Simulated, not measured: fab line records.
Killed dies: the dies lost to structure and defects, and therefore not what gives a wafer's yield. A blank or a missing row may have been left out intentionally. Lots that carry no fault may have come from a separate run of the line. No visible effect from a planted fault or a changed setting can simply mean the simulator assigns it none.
Which tool was responsible? -- flow n5 finfet -- 24 lots, 72 wafers sampled, at 1 step of a route of 1938

== WHAT THE GAUGES READ, wafer by wafer ==
N5_BEOL_M6_OVL_MEAS_12. Usual: for M6_OVL the level is 0.2 nm and the standard deviation is 0.71.
lot,measured,on,M6_OVL (nm),flag
L074,day 9 19:50,overlay-01,0.6 0.4 0.8,
L075,day 10 09:44,overlay-02,1.4 0.6 -0.2,
L077,day 10 18:07,overlay-01,-0.6 0.8 0.1,
L076,day 11 04:37,overlay-01,0.2 1.2 1.1,
L078,day 11 16:14,overlay-01,-1.4 -0.4 -0.5,
L079,day 12 02:12,overlay-01,1.2 0.7 0.3,
L080,day 12 07:37,overlay-01,0.6 0.1 0.9,
L081,day 13 18:58,overlay-01,0.2 0.5 0.4,
L083,day 14 14:48,overlay-01,0.1 -1.0 -0.2,
L084,day 14 22:58,overlay-02,-0.9 -0.7 -0.7,
L085,day 15 06:19,overlay-02,0.0 0.6 0.8,
L086,day 15 14:37,overlay-01,0.5 -0.8 -0.3,
L087,day 16 01:25,overlay-02,0.7 0.5 0.3,
L090,day 16 04:51,overlay-01,0.8 0.8 1.1,
L088,day 16 12:18,overlay-01,0.1 0.3 -0.5,
L095,day 17 01:10,overlay-01,-0.2 0.2 -0.2,
L097,day 17 03:50,overlay-02,0.6 1.4 1.0,
L091,day 17 06:43,overlay-02,0.2 0.2 1.0,
L092,day 17 15:10,overlay-01,0.1 -0.7 0.0,
L093,day 18 01:15,overlay-02,-0.5 -1.4 -0.5,
L094,day 18 01:25,overlay-01,0.5 -0.6 -0.2,
L089,day 18 01:35,overlay-02,0.4 0.2 0.5,
L082,day 18 09:15,overlay-02,0.1 0.4 -0.9,
L096,day 18 10:51,overlay-01,0.7 1.1 1.6,

== WHICH TOOL RAN EACH LOT (tool, then ch and the chambers of the sampled wafers, then the start) ==
There is no process step in the record ahead of these readings.

== AS READ BY THE TOOLS THEMSELVES (means over the sampled wafers that have a number; for cases with no such wafer, the mark the record gives instead) ==
The record holds no such reading with a usual standard deviation.

== THE ANSWER, worked out from the rows above alone ==
Rule: a lot is off if the mean of its wafers that have a number lies more than 3 standard deviations from the usual mean. Also off: a lot with no number at a reading for which 4 or more lots have one. Any other lot the step has rows for is counted as sound. Order of review: gauges by route order, followed by the tools' own readings, for which a lot's mean as printed above is used. At the first step where some lot is off, the reading lying furthest off is the one used; lots without a number count as furthest.
Across all readings shown, no lot is off: no conclusion can be drawn from this.

== WHAT WAS PUT IN BY THE SIMULATOR ==
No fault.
